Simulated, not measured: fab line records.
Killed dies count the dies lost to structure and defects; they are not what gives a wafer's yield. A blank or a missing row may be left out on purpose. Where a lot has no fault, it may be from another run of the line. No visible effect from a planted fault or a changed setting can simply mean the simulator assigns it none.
Matching of chambers | flow nand-harc | NHARC_A_WL_FILL_CMP_12 on cmp-02: 4 sister chambers
The step polishes, t overpolish 30 s, target thk 100 nm. 20 wafers are shown with their chamber, then 10 later ones without.

WAFERS WITH THEIR CHAMBER
wafer  | chamber | motor-current-A (A) | time-to-endpoint-s (s) | overpolish-run-s (s)
L080.3 | 0       | 10.7                | 22.7                   | 29.991
L080.5 | 3       | 11.6                | 22.3                   | 29.991
L080.6 | 0       | 11.3                | 19.8                   | 29.999
L081.1 | 0       | 11.3                | 19.0                   | 30.007
L081.4 | 1       | 11.4                | 18.6                   | 30.011
L081.6 | 3       | 10.5                | 19.5                   | 29.996
L083.1 | 1       | 10.5                | 16.5                   | 29.999
L083.4 | 0       | 10.3                | 20.1                   | 30.007
L083.5 | 2       | 12.7                | 20.8                   | 30.013
L084.1 | 2       | 12.8                | 23.5                   | 29.994
L084.3 | 1       | 10.7                | 20.8                   | 30.016
L084.6 | 3       | 11.1                | 20.7                   | 30.017
L086.2 | 1       | 10.1                | 18.5                   | 29.987
L086.4 | 0       | 10.4                | 19.7                   | 29.988
L086.6 | 1       | 11.0                | 18.8                   | 30.003
L087.1 | 2       | 12.2                | 20.3                   | 29.994
L087.4 | 0       | 11.0                | 16.7                   | 30.012
L087.5 | 0       | 10.5                | 18.7                   | 30.000
L089.1 | 3       | 11.6                | 17.9                   | 29.993
L089.2 | 0       | 10.8                | 15.2                   | 30.001

SIGNATURES (averages over the wafers above)
reading            | chamber 0 | chamber 1 | chamber 2 | chamber 3 | scatter within a chamber
motor-current-A    | 10.787    | 10.740    | 12.567    | 11.200    | 0.436
time-to-endpoint-s | 18.988    | 18.640    | 21.533    | 20.100    | 1.96
overpolish-run-s   | 30.00062  | 30.00320  | 30.00033  | 29.99925  | 0.0101
Rule: distance of a wafer from a chamber = root of the sum over the readings of ((wafer's reading minus chamber's mean) / reading's scatter) squared. If the next closest chamber is less than 2 further off than the closest, the wafer can't be placed; otherwise it belongs to the closest. The scatter is the square root of a quotient: the sum, over the shown wafers, of each reading's squared deviation from its chamber's mean, divided by wafers minus chambers.

WAFERS WHOSE CHAMBER IS MISSING
wafer  | motor-current-A (A) | time-to-endpoint-s (s) | overpolish-run-s (s)
L089.4 | 13.0                | 20.9                   | 29.986
L088.1 | 13.6                | 20.4                   | 30.001
L088.4 | 11.2                | 21.6                   | 29.997
L088.6 | 12.0                | 22.2                   | 29.972
L091.4 | 10.3                | 21.7                   | 30.015
L091.5 | 10.8                | 21.3                   | 29.999
L091.6 | 10.5                | 21.7                   | 29.997
L096.2 | 12.7                | 23.5                   | 29.985
L096.5 | 10.9                | 21.1                   | 30.008
L096.6 | 10.9                | 21.4                   | 30.010

THE CHAMBER EACH PASSED THROUGH
wafer  | from the rows above               | in truth
L089.4 | 2                                 | 2
L088.1 | 2                                 | 2
L088.4 | can't be placed: 3 or 0 or 1      | 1
L088.6 | can't be placed: 2 or 3 or 0 or 1 | 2
L091.4 | can't be placed: 1 or 0 or 3      | 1
L091.5 | can't be placed: 3 or 0 or 1      | 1
L091.6 | can't be placed: 0 or 1 or 3      | 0
L096.2 | 2                                 | 2
L096.5 | can't be placed: 3 or 0 or 1      | 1
L096.6 | can't be placed: 3 or 0 or 1      | 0
Placed correctly: 3 of 10. From these rows, 7 cannot be placed; in 7 the true chamber is one of the candidates. Placed wrongly: 0.
